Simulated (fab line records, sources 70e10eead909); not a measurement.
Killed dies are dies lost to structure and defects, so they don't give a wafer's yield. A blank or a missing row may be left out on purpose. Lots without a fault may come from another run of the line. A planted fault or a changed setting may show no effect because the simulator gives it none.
Which tool did it? | flow nand_harc | 6 lots, 18 wafers sampled, at 5 steps of a route of 1302

WHAT THE GAUGES READ, wafer by wafer
NHARC_END_SORT_01.
lot  | measured     | on        | killed_at_array
L319 | day 25 08:39 | prober-01 | 58 46 54
L322 | day 27 00:16 | prober-02 | 40 33 33
L325 | day 28 02:10 | prober-02 | 63 64 57
L329 | day 29 21:22 | prober-01 | 40 52 40
L336 | day 33 04:43 | prober-02 | 42 44 52
L339 | day 34 00:09 | prober-01 | 20 27 23

WHICH TOOL RAN EACH LOT (tool, then ch and the chambers of the sampled wafers, then the start)
lot  | NHARC_A_STAIRCASE_DESCUM_270       | NHARC_A_STAIRCASE_DESCUM_291       | NHARC_A_STAIRCASE_ETCH_294         | NHARC_A_STAIRCASE_HM_DEP_462
L319 | rie_diel-01 ch 0,2,3, day 17 13:52 | rie_diel-05 ch 0,3, day 17 21:43   | rie_diel-05 ch 1,2, day 17 22:24   | acl_dep-02 ch 0, day 18 04:46
L322 | rie_diel-05 ch 0,1,3, day 18 20:34 | rie_diel-10 ch 1,2,3, day 19 07:18 | rie_diel-10 ch 2,3, day 19 08:20   | acl_dep-02 ch 0, day 19 13:45
L325 | rie_diel-10 ch 2,3, day 20 07:50   | rie_diel-05 ch 1,2, day 20 18:12   | rie_diel-05 ch 0,3, day 20 19:07   | acl_dep-03 ch 0, day 20 20:47
L329 | rie_diel-01 ch 0,1, day 21 20:25   | rie_diel-05 ch 2,3, day 22 02:18   | rie_diel-05 ch 0,1,2, day 22 03:04 | acl_dep-01 ch 0, day 22 05:33
L336 | rie_diel-10 ch 1,2, day 24 22:22   | rie_diel-05 ch 1,2,3, day 25 04:44 | rie_diel-05 ch 0,2,3, day 25 05:34 | acl_dep-01 ch 0, day 25 08:16
L339 | rie_diel-01 ch 0,2,3, day 26 09:29 | rie_diel-05 ch 0,1,2, day 26 18:43 | rie_diel-05 ch 0,1,3, day 26 19:19 | acl_dep-02 ch 0, day 26 23:35
- NHARC_A_STAIRCASE_DESCUM_270: chemistry O2, time 3 s.
- NHARC_A_STAIRCASE_DESCUM_291: chemistry O2, time 3 s.
- NHARC_A_STAIRCASE_ETCH_294: etches the open film in C4F8/O2/Ar, target depth 4989 nm, time 1211.6 s.
- NHARC_A_STAIRCASE_HM_DEP_462: deposits aC, target thk 800 nm.

THE ANSWER, worked out from the rows above alone
Rule: what is usual is taken from the lots themselves. Put in order of their means at a reading, lots are off if they are a third of the lots or fewer, leave a main group of 4 or more, and stand apart from it by a gap of 3 or more times the standard deviation of the main group's means; of several such gaps the widest counts. A main group whose means are all the same, to the digits that the tables above print for the reading, isn't used. A lot without any number at a reading at which 4 lots or more have one is off too. The other lots that the step has rows for count as sound.
No lot is off at any reading shown: from this, nothing can be told.

WHAT THE SIMULATOR HAD PUT IN
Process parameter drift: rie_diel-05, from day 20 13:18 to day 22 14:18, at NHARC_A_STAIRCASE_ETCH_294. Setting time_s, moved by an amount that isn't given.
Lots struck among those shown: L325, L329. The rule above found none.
